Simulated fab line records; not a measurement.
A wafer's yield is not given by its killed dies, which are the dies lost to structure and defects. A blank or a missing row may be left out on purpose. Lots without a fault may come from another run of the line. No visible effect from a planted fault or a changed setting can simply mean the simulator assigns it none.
fab line records :: flow nand_harc
record
  lots=14
  wafers=42
  last_day=23
route steps=1159 shown A_START@389 A_ONON_D1@439 END@1159
lots that met no fault: from a run of the same line without faults
start_h: hours from the record's first day to the start of the lot's first wafer shown :: wait_h: how many hours have passed since the lot's step before this one :: " the same as in the row above :: L1.1+2: several wafers, shown together as one row :: - value missing, or start not given :: * or withheld: withheld :: < > ~ a bound
route shown NAME@n: a module of which the file shows steps, and the number in the route of the first :: usual: mean/standard deviation taken from wafers without a fault :: same: alike in all rows :: chamber/n: place in a boat :: sites: each site's reading :: _std_site: the values' standard deviation :: _edge_site: mean of outer sites minus mean of inner sites :: radius_mm: for every site, how far away it sits from the centre of the wafer :: mask NAME#n: copy n :: behind: the tool/chamber that last shaped the wafer :: hold: reason for holding the lot/hours on hold/outcome of the hold :: device: whichever transistor did not switch (one of n, p or np) :: end of line: the same wafers' tests at the end of the route :: a step with no rows: only its recipe :: killed: not the wafer's yield, but the dies lost to structure and defects at the first sort :: map: a wafer's dies, x killed, . not, _ none there
set.NAME: the setting that was run; set.NAME@STEP: the one run at that earlier step :: model.NAME: the simulator's own value behind a step, which no gauge read
route steps across a sampled set of lots; one table per step, one row per wafer
services: when a tool's chamber went out of use (start_h, in hours from the record's first day, below 0 if earlier), for how many hours, and the reason
## steps
# step NHARC_A_START_INSPECT_01
# usual
  raw_defect_count=3.5/1.8
lot.wafer: L226.1
tool: defect_inspect-01
chamber: -
start_h: 135.08
wait_h: -
raw_defect_count: 4

lot.wafer: L226.4
tool: defect_inspect-01
chamber: -
start_h: 135.08
wait_h: -
raw_defect_count: 4

lot.wafer: L226.6
tool: defect_inspect-01
chamber: -
start_h: 135.08
wait_h: -
raw_defect_count: 3

lot.wafer: L227.4
tool: defect_inspect-02
chamber: -
start_h: 148.23
wait_h: -
raw_defect_count: 3

lot.wafer: L227.5
tool: defect_inspect-02
chamber: -
start_h: 148.23
wait_h: -
raw_defect_count: 5

lot.wafer: L227.6
tool: defect_inspect-02
chamber: -
start_h: 148.23
wait_h: -
raw_defect_count: 0

lot.wafer: L228.1
tool: defect_inspect-02
chamber: -
start_h: 148.70
wait_h: -
raw_defect_count: 3

lot.wafer: L228.3
tool: defect_inspect-02
chamber: -
start_h: 148.70
wait_h: -
raw_defect_count: 3

lot.wafer: L228.6
tool: defect_inspect-02
chamber: -
start_h: 148.70
wait_h: -
raw_defect_count: 3

lot.wafer: L229.1
tool: defect_inspect-02
chamber: -
start_h: 149.78
wait_h: -
raw_defect_count: 1

lot.wafer: L229.3
tool: defect_inspect-02
chamber: -
start_h: 149.78
wait_h: -
raw_defect_count: 1

lot.wafer: L229.6
tool: defect_inspect-02
chamber: -
start_h: 149.78
wait_h: -
raw_defect_count: 2

lot.wafer: L231.2
tool: defect_inspect-01
chamber: -
start_h: 164.77
wait_h: -
raw_defect_count: 3

lot.wafer: L231.4
tool: defect_inspect-01
chamber: -
start_h: 164.77
wait_h: -
raw_defect_count: 8

lot.wafer: L231.6
tool: defect_inspect-01
chamber: -
start_h: 164.77
wait_h: -
raw_defect_count: 5

lot.wafer: L230.2
tool: defect_inspect-02
chamber: -
start_h: 165.77
wait_h: -
raw_defect_count: 3

lot.wafer: L230.4
tool: defect_inspect-02
chamber: -
start_h: 165.77
wait_h: -
raw_defect_count: 3

lot.wafer: L230.6
tool: defect_inspect-02
chamber: -
start_h: 165.77
wait_h: -
raw_defect_count: 2

lot.wafer: L232.1
tool: defect_inspect-01
chamber: -
start_h: 166.10
wait_h: -
raw_defect_count: 8

lot.wafer: L232.5
tool: defect_inspect-01
chamber: -
start_h: 166.10
wait_h: -
raw_defect_count: 5

lot.wafer: L232.6
tool: defect_inspect-01
chamber: -
start_h: 166.10
wait_h: -
raw_defect_count: 2

lot.wafer: L234.2
tool: defect_inspect-02
chamber: -
start_h: 186.08
wait_h: -
raw_defect_count: 2

lot.wafer: L234.4
tool: defect_inspect-02
chamber: -
start_h: 186.08
wait_h: -
raw_defect_count: 3

lot.wafer: L234.6
tool: defect_inspect-02
chamber: -
start_h: 186.08
wait_h: -
raw_defect_count: 5

lot.wafer: L236.2
tool: defect_inspect-01
chamber: -
start_h: 197.53
wait_h: -
raw_defect_count: 1

lot.wafer: L236.4
tool: defect_inspect-01
chamber: -
start_h: 197.53
wait_h: -
raw_defect_count: 4

lot.wafer: L236.5
tool: defect_inspect-01
chamber: -
start_h: 197.53
wait_h: -
raw_defect_count: 5

lot.wafer: L241.2
tool: defect_inspect-02
chamber: -
start_h: 226.82
wait_h: -
raw_defect_count: 3

lot.wafer: L241.4
tool: defect_inspect-02
chamber: -
start_h: 226.82
wait_h: -
raw_defect_count: 0

lot.wafer: L241.5
tool: defect_inspect-02
chamber: -
start_h: 226.82
wait_h: -
raw_defect_count: 2

lot.wafer: L244.1
tool: defect_inspect-02
chamber: -
start_h: 237.65
wait_h: -
raw_defect_count: 3

lot.wafer: L244.4
tool: defect_inspect-02
chamber: -
start_h: 237.65
wait_h: -
raw_defect_count: 4

lot.wafer: L244.6
tool: defect_inspect-02
chamber: -
start_h: 237.65
wait_h: -
raw_defect_count: 2

lot.wafer: L243.1
tool: defect_inspect-01
chamber: -
start_h: 238.44
wait_h: -
raw_defect_count: 6

lot.wafer: L243.3
tool: defect_inspect-01
chamber: -
start_h: 238.44
wait_h: -
raw_defect_count: 7

lot.wafer: L243.6
tool: defect_inspect-01
chamber: -
start_h: 238.44
wait_h: -
raw_defect_count: 2

lot.wafer: L245.2
tool: defect_inspect-01
chamber: -
start_h: 241.20
wait_h: -
raw_defect_count: 4

lot.wafer: L245.3
tool: defect_inspect-01
chamber: -
start_h: 241.20
wait_h: -
raw_defect_count: 4

lot.wafer: L245.6
tool: defect_inspect-01
chamber: -
start_h: 241.20
wait_h: -
raw_defect_count: 7

lot.wafer: L249.1
tool: defect_inspect-02
chamber: -
start_h: 262.57
wait_h: -
raw_defect_count: 4

lot.wafer: L249.4
tool: defect_inspect-02
chamber: -
start_h: 262.57
wait_h: -
raw_defect_count: 3

lot.wafer: L249.6
tool: defect_inspect-02
chamber: -
start_h: 262.57
wait_h: -
raw_defect_count: 5
# step NHARC_A_ONON_D1_THK_MEAS_21
# recipe
  thk_meas_gauge=ellipsometry
# usual
  thk_nm=999/9.3
lot.wafer: L226.1
tool: film_metro-01
chamber: -
start_h: 169.23
wait_h: -
thk_nm: 1012

lot.wafer: L226.4
tool: film_metro-01
chamber: -
start_h: 169.23
wait_h: -
thk_nm: 1013

lot.wafer: L226.6
tool: film_metro-01
chamber: -
start_h: 169.23
wait_h: -
thk_nm: 1012

lot.wafer: L229.1
tool: film_metro-01
chamber: -
start_h: 182.80
wait_h: -
thk_nm: 993

lot.wafer: L229.3
tool: film_metro-01
chamber: -
start_h: 182.80
wait_h: -
thk_nm: 994

lot.wafer: L229.6
tool: film_metro-01
chamber: -
start_h: 182.80
wait_h: -
thk_nm: 992

lot.wafer: L227.4
tool: film_metro-02
chamber: -
start_h: 182.81
wait_h: -
thk_nm: 994

lot.wafer: L227.5
tool: film_metro-02
chamber: -
start_h: 182.81
wait_h: -
thk_nm: 996

lot.wafer: L227.6
tool: film_metro-02
chamber: -
start_h: 182.81
wait_h: -
thk_nm: 994

lot.wafer: L228.1
tool: film_metro-01
chamber: -
start_h: 182.82
wait_h: -
thk_nm: 999

lot.wafer: L228.3
tool: film_metro-01
chamber: -
start_h: 182.82
wait_h: -
thk_nm: 997

lot.wafer: L228.6
tool: film_metro-01
chamber: -
start_h: 182.82
wait_h: -
thk_nm: 997

lot.wafer: L231.2
tool: film_metro-01
chamber: -
start_h: 198.59
wait_h: -
thk_nm: 1005

lot.wafer: L231.4
tool: film_metro-01
chamber: -
start_h: 198.59
wait_h: -
thk_nm: 1006

lot.wafer: L231.6
tool: film_metro-01
chamber: -
start_h: 198.59
wait_h: -
thk_nm: 1008

lot.wafer: L232.1
tool: film_metro-01
chamber: -
start_h: 198.67
wait_h: -
thk_nm: 988

lot.wafer: L232.5
tool: film_metro-01
chamber: -
start_h: 198.67
wait_h: -
thk_nm: 988

lot.wafer: L232.6
tool: film_metro-01
chamber: -
start_h: 198.67
wait_h: -
thk_nm: 989

lot.wafer: L230.2
tool: film_metro-01
chamber: -
start_h: 198.93
wait_h: -
thk_nm: 1019

lot.wafer: L230.4
tool: film_metro-01
chamber: -
start_h: 198.93
wait_h: -
thk_nm: 1022

lot.wafer: L230.6
tool: film_metro-01
chamber: -
start_h: 198.93
wait_h: -
thk_nm: 1021

lot.wafer: L234.2
tool: film_metro-02
chamber: -
start_h: 218.66
wait_h: -
thk_nm: 983

lot.wafer: L234.4
tool: film_metro-02
chamber: -
start_h: 218.66
wait_h: -
thk_nm: 984

lot.wafer: L234.6
tool: film_metro-02
chamber: -
start_h: 218.66
wait_h: -
thk_nm: 983

lot.wafer: L236.2
tool: film_metro-01
chamber: -
start_h: 232.68
wait_h: -
thk_nm: 993

lot.wafer: L236.4
tool: film_metro-01
chamber: -
start_h: 232.68
wait_h: -
thk_nm: 993

lot.wafer: L236.5
tool: film_metro-01
chamber: -
start_h: 232.68
wait_h: -
thk_nm: 990

lot.wafer: L241.2
tool: film_metro-01
chamber: -
start_h: 261.49
wait_h: -
thk_nm: 984

lot.wafer: L241.4
tool: film_metro-01
chamber: -
start_h: 261.49
wait_h: -
thk_nm: 984

lot.wafer: L241.5
tool: film_metro-01
chamber: -
start_h: 261.49
wait_h: -
thk_nm: 983

lot.wafer: L243.1
tool: film_metro-02
chamber: -
start_h: 271.03
wait_h: -
thk_nm: 1008

lot.wafer: L243.3
tool: film_metro-02
chamber: -
start_h: 271.03
wait_h: -
thk_nm: 1008

lot.wafer: L243.6
tool: film_metro-02
chamber: -
start_h: 271.03
wait_h: -
thk_nm: 1007

lot.wafer: L244.1
tool: film_metro-01
chamber: -
start_h: 271.03
wait_h: -
thk_nm: 999

lot.wafer: L244.4
tool: film_metro-01
chamber: -
start_h: 271.03
wait_h: -
thk_nm: 1000

lot.wafer: L244.6
tool: film_metro-01
chamber: -
start_h: 271.03
wait_h: -
thk_nm: 1001

lot.wafer: L245.2
tool: film_metro-02
chamber: -
start_h: 282.84
wait_h: -
thk_nm: 994

lot.wafer: L245.3
tool: film_metro-02
chamber: -
start_h: 282.84
wait_h: -
thk_nm: 995

lot.wafer: L245.6
tool: film_metro-02
chamber: -
start_h: 282.84
wait_h: -
thk_nm: 994

lot.wafer: L249.1
tool: film_metro-01
chamber: -
start_h: 294.13
wait_h: -
thk_nm: 997

lot.wafer: L249.4
tool: film_metro-01
chamber: -
start_h: 294.13
wait_h: -
thk_nm: 998

lot.wafer: L249.6
tool: film_metro-01
chamber: -
start_h: 294.13
wait_h: -
thk_nm: 1000
# step NHARC_A_ONON_D1_DEP_25
# recipe
  target_thk_a=10000
  n2_flow_sccm=2750
  n2o_flow_sccm=2000
  nh3_flow_sccm=500
  sih4_flow_sccm=210
  temp_c=400
# usual
  sih4_flow_sccm=210.0/0.66
lot.wafer: L226.1
tool: pecvd_onon-03
chamber: 0
start_h: 169.85
wait_h: 0.1
sih4_flow_sccm: 208.5

lot.wafer: L226.4
tool: pecvd_onon-03
chamber: 0
start_h: 169.85
wait_h: 0.1
sih4_flow_sccm: 209.6

lot.wafer: L226.6
tool: pecvd_onon-03
chamber: 0
start_h: 169.85
wait_h: 0.1
sih4_flow_sccm: 209.6

lot.wafer: L229.1
tool: pecvd_onon-03
chamber: 0
start_h: 183.43
wait_h: 0.1
sih4_flow_sccm: 209.7

lot.wafer: L229.3
tool: pecvd_onon-03
chamber: 0
start_h: 183.43
wait_h: 0.1
sih4_flow_sccm: 209.9

lot.wafer: L229.6
tool: pecvd_onon-03
chamber: 0
start_h: 183.43
wait_h: 0.1
sih4_flow_sccm: 209.2

lot.wafer: L228.1
tool: pecvd_onon-01
chamber: 0
start_h: 183.47
wait_h: 0.1
sih4_flow_sccm: 210.4

lot.wafer: L228.3
tool: pecvd_onon-01
chamber: 0
start_h: 183.47
wait_h: 0.1
sih4_flow_sccm: 210.5

lot.wafer: L228.6
tool: pecvd_onon-01
chamber: 0
start_h: 183.47
wait_h: 0.1
sih4_flow_sccm: 210.8

lot.wafer: L227.4
tool: pecvd_onon-02
chamber: 0
start_h: 183.61
wait_h: 0.2
sih4_flow_sccm: 209.4

lot.wafer: L227.5
tool: pecvd_onon-02
chamber: 0
start_h: 183.61
wait_h: 0.2
sih4_flow_sccm: 210.0

lot.wafer: L227.6
tool: pecvd_onon-02
chamber: 0
start_h: 183.61
wait_h: 0.2
sih4_flow_sccm: 209.8

lot.wafer: L231.2
tool: pecvd_onon-03
chamber: 0
start_h: 199.40
wait_h: 0.1
sih4_flow_sccm: 209.5

lot.wafer: L231.4
tool: pecvd_onon-03
chamber: 0
start_h: 199.40
wait_h: 0.1
sih4_flow_sccm: 209.1

lot.wafer: L231.6
tool: pecvd_onon-03
chamber: 0
start_h: 199.40
wait_h: 0.1
sih4_flow_sccm: 208.6

lot.wafer: L232.1
tool: pecvd_onon-02
chamber: 0
start_h: 199.47
wait_h: 0.1
sih4_flow_sccm: 211.2

lot.wafer: L232.5
tool: pecvd_onon-02
chamber: 0
start_h: 199.47
wait_h: 0.1
sih4_flow_sccm: 210.0

lot.wafer: L232.6
tool: pecvd_onon-02
chamber: 0
start_h: 199.47
wait_h: 0.1
sih4_flow_sccm: 210.1

lot.wafer: L230.2
tool: pecvd_onon-03
chamber: 0
start_h: 199.75
wait_h: 0.1
sih4_flow_sccm: 210.5

lot.wafer: L230.4
tool: pecvd_onon-03
chamber: 0
start_h: 199.75
wait_h: 0.1
sih4_flow_sccm: 210.4

lot.wafer: L230.6
tool: pecvd_onon-03
chamber: 0
start_h: 199.75
wait_h: 0.1
sih4_flow_sccm: 211.7

lot.wafer: L234.2
tool: pecvd_onon-03
chamber: 0
start_h: 219.34
wait_h: 0.1
sih4_flow_sccm: 208.7

lot.wafer: L234.4
tool: pecvd_onon-03
chamber: 0
start_h: 219.34
wait_h: 0.1
sih4_flow_sccm: 209.5

lot.wafer: L234.6
tool: pecvd_onon-03
chamber: 0
start_h: 219.34
wait_h: 0.1
sih4_flow_sccm: 209.3

lot.wafer: L236.2
tool: pecvd_onon-03
chamber: 0
start_h: 233.36
wait_h: 0.1
sih4_flow_sccm: 210.3

lot.wafer: L236.4
tool: pecvd_onon-03
chamber: 0
start_h: 233.36
wait_h: 0.1
sih4_flow_sccm: 210.9

lot.wafer: L236.5
tool: pecvd_onon-03
chamber: 0
start_h: 233.36
wait_h: 0.1
sih4_flow_sccm: 209.8

lot.wafer: L241.2
tool: pecvd_onon-03
chamber: 0
start_h: 262.16
wait_h: 0.1
sih4_flow_sccm: 209.8

lot.wafer: L241.4
tool: pecvd_onon-03
chamber: 0
start_h: 262.16
wait_h: 0.1
sih4_flow_sccm: 210.1

lot.wafer: L241.5
tool: pecvd_onon-03
chamber: 0
start_h: 262.16
wait_h: 0.1
sih4_flow_sccm: 209.4

lot.wafer: L244.1
tool: pecvd_onon-02
chamber: 0
start_h: 271.65
wait_h: 0.1
sih4_flow_sccm: 251.8

lot.wafer: L244.4
tool: pecvd_onon-02
chamber: 0
start_h: 271.65
wait_h: 0.1
sih4_flow_sccm: 251.4

lot.wafer: L244.6
tool: pecvd_onon-02
chamber: 0
start_h: 271.65
wait_h: 0.1
sih4_flow_sccm: 251.7

lot.wafer: L243.1
tool: pecvd_onon-03
chamber: 0
start_h: 271.65
wait_h: 0.1
sih4_flow_sccm: 210.9

lot.wafer: L243.3
tool: pecvd_onon-03
chamber: 0
start_h: 271.65
wait_h: 0.1
sih4_flow_sccm: 210.7

lot.wafer: L243.6
tool: pecvd_onon-03
chamber: 0
start_h: 271.65
wait_h: 0.1
sih4_flow_sccm: 210.1

lot.wafer: L245.2
tool: pecvd_onon-02
chamber: 0
start_h: 283.53
wait_h: 0.1
sih4_flow_sccm: 254.0

lot.wafer: L245.3
tool: pecvd_onon-02
chamber: 0
start_h: 283.53
wait_h: 0.1
sih4_flow_sccm: 252.6

lot.wafer: L245.6
tool: pecvd_onon-02
chamber: 0
start_h: 283.53
wait_h: 0.1
sih4_flow_sccm: 253.4

lot.wafer: L249.1
tool: pecvd_onon-01
chamber: 0
start_h: 294.75
wait_h: 0.1
sih4_flow_sccm: 209.8

lot.wafer: L249.4
tool: pecvd_onon-01
chamber: 0
start_h: 294.75
wait_h: 0.1
sih4_flow_sccm: 209.5

lot.wafer: L249.6
tool: pecvd_onon-01
chamber: 0
start_h: 294.75
wait_h: 0.1
sih4_flow_sccm: 210.2
# step NHARC_A_ONON_D1_DEP_33
# recipe
  target_thk_a=2000
  temp_c=400
  pressure_torr=6.5
  rf_w=900
  teos_flow_sccm=161.4
  flow_sccm=2650
  target_thk_nm=200
  gas=O2
  material=SiO2
# usual
  heater_power_w=603/79
  throttle_valve_pct=16.0/0.79
lot.wafer: L226.1
tool: pecvd-04
chamber: 2
start_h: 171.07
wait_h: 0.1
heater_power_w: 729
throttle_valve_pct: 15.3

lot.wafer: L226.4
tool: pecvd-04
chamber: 0
start_h: 171.07
wait_h: 0.1
heater_power_w: 584
throttle_valve_pct: 16.3

lot.wafer: L226.6
tool: pecvd-04
chamber: 2
start_h: 171.07
wait_h: 0.1
heater_power_w: 738
throttle_valve_pct: 15.4

lot.wafer: L229.1
tool: pecvd-04
chamber: 2
start_h: 184.56
wait_h: 0.1
heater_power_w: 674
throttle_valve_pct: 15.5

lot.wafer: L229.3
tool: pecvd-04
chamber: 1
start_h: 184.56
wait_h: 0.1
heater_power_w: 603
throttle_valve_pct: 16.0

lot.wafer: L229.6
tool: pecvd-04
chamber: 1
start_h: 184.56
wait_h: 0.1
heater_power_w: 451
throttle_valve_pct: 15.9

lot.wafer: L228.1
tool: pecvd-01
chamber: 0
start_h: 184.71
wait_h: 0.2
heater_power_w: 577
throttle_valve_pct: 15.0

lot.wafer: L228.3
tool: pecvd-01
chamber: 2
start_h: 184.71
wait_h: 0.2
heater_power_w: 661
throttle_valve_pct: 16.7

lot.wafer: L228.6
tool: pecvd-01
chamber: 0
start_h: 184.71
wait_h: 0.2
heater_power_w: 588
throttle_valve_pct: 14.7

lot.wafer: L227.5
tool: pecvd-02
chamber: 2
start_h: 184.74
wait_h: 0.2
heater_power_w: 509
throttle_valve_pct: 15.8

lot.wafer: L227.4
tool: pecvd-02
chamber: 0
start_h: 184.74
wait_h: 0.2
heater_power_w: 659
throttle_valve_pct: 16.9

lot.wafer: L227.6
tool: pecvd-02
chamber: 1
start_h: 184.74
wait_h: 0.2
heater_power_w: 523
throttle_valve_pct: 15.7

lot.wafer: L231.2
tool: pecvd-02
chamber: 2
start_h: 200.47
wait_h: 0.1
heater_power_w: 545
throttle_valve_pct: 15.7

lot.wafer: L231.6
tool: pecvd-02
chamber: 2
start_h: 200.47
wait_h: 0.1
heater_power_w: 536
throttle_valve_pct: 16.0

lot.wafer: L231.4
tool: pecvd-02
chamber: 1
start_h: 200.47
wait_h: 0.1
heater_power_w: 536
throttle_valve_pct: 15.5

lot.wafer: L232.1
tool: pecvd-01
chamber: 1
start_h: 200.61
wait_h: 0.1
heater_power_w: 603
throttle_valve_pct: 15.4

lot.wafer: L232.6
tool: pecvd-01
chamber: 1
start_h: 200.61
wait_h: 0.1
heater_power_w: 600
throttle_valve_pct: 15.6

lot.wafer: L232.5
tool: pecvd-01
chamber: 2
start_h: 200.61
wait_h: 0.1
heater_power_w: 666
throttle_valve_pct: 17.2

lot.wafer: L230.2
tool: pecvd-02
chamber: 0
start_h: 200.92
wait_h: 0.1
heater_power_w: 701
throttle_valve_pct: 17.0

lot.wafer: L230.6
tool: pecvd-02
chamber: 1
start_h: 200.92
wait_h: 0.1
heater_power_w: 483
throttle_valve_pct: 15.5

lot.wafer: L230.4
tool: pecvd-02
chamber: 0
start_h: 200.92
wait_h: 0.1
heater_power_w: 718
throttle_valve_pct: 16.9

lot.wafer: L234.2
tool: pecvd-04
chamber: 1
start_h: 220.51
wait_h: 0.1
heater_power_w: 494
throttle_valve_pct: 15.8

lot.wafer: L234.4
tool: pecvd-04
chamber: 2
start_h: 220.51
wait_h: 0.1
heater_power_w: 747
throttle_valve_pct: 14.9

lot.wafer: L234.6
tool: pecvd-04
chamber: 0
start_h: 220.51
wait_h: 0.1
heater_power_w: 644
throttle_valve_pct: 16.6

lot.wafer: L236.2
tool: pecvd-04
chamber: 0
start_h: 234.49
wait_h: 0.1
heater_power_w: 648
throttle_valve_pct: 16.7

lot.wafer: L236.5
tool: pecvd-04
chamber: 0
start_h: 234.49
wait_h: 0.1
heater_power_w: 657
throttle_valve_pct: 16.7

lot.wafer: L236.4
tool: pecvd-04
chamber: 1
start_h: 234.49
wait_h: 0.1
heater_power_w: 596
throttle_valve_pct: 15.8

lot.wafer: L241.2
tool: pecvd-02
chamber: 0
start_h: 263.30
wait_h: 0.1
heater_power_w: 640
throttle_valve_pct: 17.4

lot.wafer: L241.4
tool: pecvd-02
chamber: 2
start_h: 263.30
wait_h: 0.1
heater_power_w: 457
throttle_valve_pct: 15.9

lot.wafer: L241.5
tool: pecvd-02
chamber: 2
start_h: 263.30
wait_h: 0.1
heater_power_w: 487
throttle_valve_pct: 16.1

lot.wafer: L243.3
tool: pecvd-01
chamber: 2
start_h: 272.82
wait_h: 0.1
heater_power_w: 717
throttle_valve_pct: 16.5

lot.wafer: L243.1
tool: pecvd-01
chamber: 0
start_h: 272.82
wait_h: 0.1
heater_power_w: 549
throttle_valve_pct: 14.5

lot.wafer: L243.6
tool: pecvd-01
chamber: 0
start_h: 272.82
wait_h: 0.1
heater_power_w: 555
throttle_valve_pct: 14.4

lot.wafer: L244.1
tool: pecvd-01
chamber: 0
start_h: 273.14
wait_h: 0.4
heater_power_w: 495
throttle_valve_pct: 14.3

lot.wafer: L244.6
tool: pecvd-01
chamber: 1
start_h: 273.14
wait_h: 0.4
heater_power_w: 543
throttle_valve_pct: 15.5

lot.wafer: L244.4
tool: pecvd-01
chamber: 0
start_h: 273.14
wait_h: 0.4
heater_power_w: 495
throttle_valve_pct: 14.3

lot.wafer: L245.3
tool: pecvd-04
chamber: 0
start_h: 284.61
wait_h: 0.1
heater_power_w: 618
throttle_valve_pct: 16.7

lot.wafer: L245.2
tool: pecvd-04
chamber: 1
start_h: 284.61
wait_h: 0.1
heater_power_w: 539
throttle_valve_pct: 16.0

lot.wafer: L245.6
tool: pecvd-04
chamber: 0
start_h: 284.61
wait_h: 0.1
heater_power_w: 643
throttle_valve_pct: 16.6

lot.wafer: L249.1
tool: pecvd-01
chamber: 2
start_h: 295.95
wait_h: 0.1
heater_power_w: 753
throttle_valve_pct: 16.6

lot.wafer: L249.4
tool: pecvd-01
chamber: 2
start_h: 295.95
wait_h: 0.1
heater_power_w: 728
throttle_valve_pct: 16.6

lot.wafer: L249.6
tool: pecvd-01
chamber: 0
start_h: 295.95
wait_h: 0.1
heater_power_w: 552
throttle_valve_pct: 14.5
# step NHARC_END_SORT_01
# recipe
  temp_c=25
# usual
  killed_at_array=26/9.9
  killed_at_other=0.8/1
  killed_at_periphery=2.8/2.2
  killed_dies=29/9.9
  killed_open=3.2/1.8
  killed_short=2.1/1.4
# same
  gross_dies=677
lot.wafer: L236.2
tool: prober-01
chamber: 0
start_h: 505.13
wait_h: 2.8
killed_at_array: 15
killed_at_other: 1
killed_at_periphery: 1
killed_dies: 17
killed_open: 3
killed_short: 2

lot.wafer: L236.4
tool: prober-01
chamber: 0
start_h: 506.73
wait_h: 3.4
killed_at_array: 19
killed_at_other: 0
killed_at_periphery: 1
killed_dies: 20
killed_open: 2
killed_short: 3

lot.wafer: L236.5
tool: prober-01
chamber: 0
start_h: 507.52
wait_h: 3.7
killed_at_array: 18
killed_at_other: 0
killed_at_periphery: 2
killed_dies: 20
killed_open: 1
killed_short: 0
# killed by level:class
L236.2 A_CONTACT:chamber_film_flake=7 A_STAIRCASE:chamber_film_flake=3 A_CONTACT:geometric_particle:open=2 P_GATE:geometric_particle:open=1 A_WL_FILL:geometric_particle:short=1 STARTING-WAFER:geometric_particle:short=1 A_CHANNEL_HOLE_D1:chamber_film_flake=1 A_CHANNEL_FILL_D1:chamber_film_flake=1
L236.4 A_STAIRCASE:chamber_film_flake=6 A_CONTACT:chamber_film_flake=6 A_CHANNEL_FILL_D1:geometric_particle:open=2 A_CHANNEL_HOLE_D1:chamber_film_flake=2 A_CHANNEL_FILL_D1:geometric_particle:short=1 A_WL_FILL:geometric_particle:short=1 A_CONTACT:geometric_particle:short=1 P_ZERO_WELL:chamber_film_flake=1
L236.5 A_STAIRCASE:chamber_film_flake=7 A_CHANNEL_HOLE_D1:chamber_film_flake=5 A_CONTACT:chamber_film_flake=4 P_M0:geometric_particle:open=1 P_GATE:chamber_film_flake=1 A_SLIT:chamber_film_flake=1 A_BLC:chamber_film_flake=1
## services
tool: pecvd_onon-03
chamber: -
start_h: 153.00
hours: 13.0
kind: pm

tool: pecvd-02
chamber: -
start_h: 153.07
hours: 13.0
kind: pm

tool: pecvd-02
chamber: 0
start_h: 153.07
hours: 13.0
kind: vent_cycle

tool: pecvd-02
chamber: 1
start_h: 153.07
hours: 13.0
kind: vent_cycle

tool: pecvd-02
chamber: 2
start_h: 153.07
hours: 13.0
kind: vent_cycle

tool: pecvd-02
chamber: 0
start_h: 166.07
hours: -
kind: clean

tool: pecvd-02
chamber: 1
start_h: 166.07
hours: -
kind: clean

tool: pecvd_onon-01
chamber: -
start_h: 195.00
hours: 13.0
kind: pm

tool: pecvd-04
chamber: -
start_h: 195.36
hours: 13.0
kind: pm

tool: pecvd-04
chamber: 0
start_h: 195.36
hours: 13.0
kind: vent_cycle

tool: pecvd-04
chamber: 1
start_h: 195.36
hours: 13.0
kind: vent_cycle

tool: pecvd-04
chamber: 2
start_h: 195.36
hours: 13.0
kind: vent_cycle

tool: pecvd-04
chamber: 0
start_h: 208.36
hours: -
kind: clean

tool: pecvd-04
chamber: 1
start_h: 208.36
hours: -
kind: clean

tool: pecvd-04
chamber: 2
start_h: 208.36
hours: -
kind: clean

tool: pecvd-01
chamber: -
start_h: 237.18
hours: 13.0
kind: pm

tool: pecvd-01
chamber: 0
start_h: 237.18
hours: 13.0
kind: vent_cycle

tool: pecvd-01
chamber: 1
start_h: 237.18
hours: 13.0
kind: vent_cycle

tool: pecvd-01
chamber: 2
start_h: 237.18
hours: 13.0
kind: vent_cycle

tool: pecvd-01
chamber: 0
start_h: 250.18
hours: -
kind: clean

tool: pecvd-01
chamber: 1
start_h: 250.18
hours: -
kind: clean

tool: pecvd-01
chamber: 2
start_h: 250.18
hours: -
kind: clean

tool: pecvd-02
chamber: 1
start_h: 262.67
hours: 10.2
kind: repair

tool: pecvd_onon-02
chamber: -
start_h: 292.00
hours: 13.0
kind: pm
## key
first_sign
  step=NHARC_A_ONON_D1_DEP_25
  reading=sih4_flow_sccm
  direction=up
  sigmas=64
  usual=210.0
  struck=252.5
effect none on later readings
met_at NHARC_A_ONON_D1_DEP_25
struck_lots L244,L245
tester_left_out L244,L245
not_acting_at NHARC_A_START_INSPECT_01,NHARC_A_ONON_D1_THK_MEAS_21,NHARC_A_ONON_D1_DEP_33
onset_between 199.47 271.65
fault
  kind=process_parameter_drift
  tool=pecvd_onon-02
  chamber=-
  onset_h=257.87
  steps=NHARC_A_ONON_D1_DEP_25
  channel=sih4_flow_sccm
  offset=42
  shape=step
  end_h=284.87
  acts_in=these_recipes_only
  stated=210
# tester_left_out: of these lots the tester's yield and bins aren't shown, on N5 and GAA mostly nor the transistor test; their killed dies are dies lost to structure and defects alone, not to doping, threshold or leakage, so they don't give the yield
